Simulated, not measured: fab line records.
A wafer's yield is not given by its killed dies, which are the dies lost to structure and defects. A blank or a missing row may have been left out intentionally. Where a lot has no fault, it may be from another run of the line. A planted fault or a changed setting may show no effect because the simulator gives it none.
Chamber matching | flow n5Finfet | rieDiel-01 running N5_MOL_CONTACT_COAG_DESCUM_88: 4 sister chambers
The step chemistry O2, time 7 s. 16 wafers are shown with their chamber, then 8 later ones without.

## WAFERS WITH THEIR CHAMBER
wafer  | chamber | showerheadPlenumPTorr (Torr) | throttleValvePct (%) | drypumpMotorCurrentA (A)
L074.2 | 0       | 2.16                         | 20.3                 | 5.1
L074.3 | 3       | 2.14                         | 20.6                 | 5.5
L074.4 | 2       | 1.97                         | 20.8                 | 5.9
L081.1 | 2       | 1.97                         | 20.8                 | 5.8
L081.2 | 0       | 2.15                         | 20.4                 | 5.1
L081.5 | 3       | 2.14                         | 20.6                 | 5.5
L080.4 | 1       | 2.18                         | 20.9                 | 5.5
L080.5 | 1       | 2.18                         | 20.9                 | 5.5
L080.6 | 0       | 2.15                         | 20.4                 | 5.1
L085.1 | 1       | 2.18                         | 20.9                 | 5.6
L085.4 | 2       | 1.96                         | 20.8                 | 5.8
L085.5 | 1       | 2.18                         | 20.9                 | 5.6
L088.2 | 3       | 2.13                         | 20.6                 | 5.5
L088.4 | 2       | 1.96                         | 20.8                 | 5.8
L088.6 | 0       | 2.15                         | 20.4                 | 5.1
L091.1 | 1       | 2.17                         | 20.9                 | 5.6

SIGNATURES, as means of the wafers listed above
reading               | chamber 0 | chamber 1 | chamber 2 | chamber 3 | scatter within a chamber
showerheadPlenumPTorr | 2.1525    | 2.1780    | 1.9650    | 2.1367    | 0.00518
throttleValvePct      | 20.375    | 20.900    | 20.800    | 20.600    | 0.025
drypumpMotorCurrentA  | 5.100     | 5.560     | 5.825     | 5.500     | 0.0403
Rule: for a wafer and a chamber, the distance is found by dividing, reading by reading, the gap between the wafer's reading and the chamber's mean by the reading's scatter, squaring, summing and taking the root. The wafer belongs to the nearest chamber; if the next one is less than 2 further off, it can't be placed. The scatter: the root of (the sum of the squares of (reading less its chamber's mean) over the shown wafers, divided by (wafers less chambers)).

## WAFERS WHOSE CHAMBER IS MISSING
wafer  | showerheadPlenumPTorr (Torr) | throttleValvePct (%) | drypumpMotorCurrentA (A)
L091.2 | 1.96                         | 20.8                 | 5.8
L091.6 | 1.96                         | 20.8                 | 5.9
L093.2 | 2.14                         | 20.4                 | 5.1
L093.4 | 2.14                         | 20.4                 | 5.1
L093.5 | 2.13                         | 20.6                 | 5.5
L096.1 | 2.12                         | 20.6                 | 5.5
L096.2 | 2.22                         | 20.5                 | 5.8
L096.3 | 2.14                         | 20.4                 | 5.1

## THE CHAMBER EACH PASSED THROUGH
wafer  | from the rows above     | in truth
L091.2 | 2                       | 2
L091.6 | 2                       | 2
L093.2 | 0                       | 0
L093.4 | 0                       | 0
L093.5 | 3                       | 3
L096.1 | 3                       | 3
L096.2 | can't be placed: 3 or 1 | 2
L096.3 | 0                       | 0
7 of 8 placed correctly. These rows do not allow placing 1 (true chamber among the candidates in 0). 0 placed wrongly.
